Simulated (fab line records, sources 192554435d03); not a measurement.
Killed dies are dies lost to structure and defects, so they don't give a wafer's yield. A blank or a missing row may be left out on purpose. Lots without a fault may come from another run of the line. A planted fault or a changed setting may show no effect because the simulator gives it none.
Split-lot experiment | flow n5_finfet | 7 lots, 21 wafers read, on a route of 1938 steps

THE SPLIT
At N5_PASSIVATION_PASS_ETCH_47 (etches SiNx in CF4/O2, target depth 770 nm, time 385 s), the setting source_w was moved away from the recipe's 535 W on 8 of the 21 wafers read, by -16.3% to -6.8%. The other wafers ran this setting at the recipe's value.

The reading is taken at the split's own step.

THE READING
etch.depth_nm (the simulator's own value, which no gauge read), in nm, at N5_PASSIVATION_PASS_ETCH_47 (etches SiNx in CF4/O2, target depth 770 nm, time 385 s). The file gives no usual value for it. The 13 wafers here that ran the recipe average 783.9 nm, standard deviation 21 nm.

wafer  | tool, chamber at the split | source_w as run, W | against the recipe | etch.depth_nm, nm | against lot-mates on the recipe
L078.1 | rie_diel-05, 3             | 535                | recipe             | 809.4             | -
L078.4 | rie_diel-05, 2             | 535                | recipe             | 784.5             | -
L078.5 | rie_diel-05, 2             | 535                | recipe             | 788.4             | -
L079.1 | rie_diel-01, 2             | 467.2              | -12.7%             | 716.8             | -55.6
L079.4 | rie_diel-01, 0             | 535                | recipe             | 804.7             | -
L079.6 | rie_diel-01, 1             | 535                | recipe             | 740.1             | -
L082.2 | rie_diel-04, 1             | 452.9              | -15.3%             | 661.6             | -141.6
L082.5 | rie_diel-04, 2             | 535                | recipe             | 803.2             | -
L082.6 | rie_diel-04, 3             | 452.9              | -15.3%             | 692.5             | -110.7
L084.3 | rie_diel-04, 1             | 535                | recipe             | 775.5             | -
L084.4 | rie_diel-04, 2             | 535                | recipe             | 804.4             | -
L084.5 | rie_diel-04, 3             | 498.5              | -6.8%              | 764.2             | -25.8
L089.2 | rie_diel-05, 1             | 535                | recipe             | 782               | -
L089.5 | rie_diel-05, 1             | 535                | recipe             | 780.4             | -
L089.6 | rie_diel-05, 0             | 535                | recipe             | 775.8             | -
L088.3 | rie_diel-01, 2             | 448                | -16.3%             | 672.8             | -72.4
L088.5 | rie_diel-01, 0             | 448                | -16.3%             | 688               | -57.2
L088.6 | rie_diel-01, 3             | 535                | recipe             | 745.2             | -
L090.1 | rie_diel-04, 0             | 455.7              | -14.8%             | 656.8             | -140.0
L090.3 | rie_diel-04, 2             | 535                | recipe             | 796.8             | -
L090.4 | rie_diel-04, 1             | 455.7              | -14.8%             | 681.4             | -115.4

THE FIT
A straight line over all 21 wafers: etch.depth_nm changes by +6.78 nm for each +1% of source_w; r = +0.93; the points scatter about the line by 21 nm.
The same after taking each lot's own level away (the mean of its wafers on the recipe; 21 wafers): +6.51 nm for each +1%; r = +0.89; scatter 25 nm.
On that fit, the largest move of source_w shifts the reading by 1.1e+02 nm.
The lots' own levels span 745.20 to 803.20 nm, that is 2.8 times the standard deviation above.
So the lot-to-lot level changes the slope little: the two slopes agree.
Check: with one of the wafers moved furthest among these (-16.3%) left out of the fit, the line predicts -112 nm for it against its lot-mates. It came out at -72.4 nm against them.

THE FILE'S OWN FIT
etch.depth_nm changes by +6.22 nm for each +1% of source_w, r = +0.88.
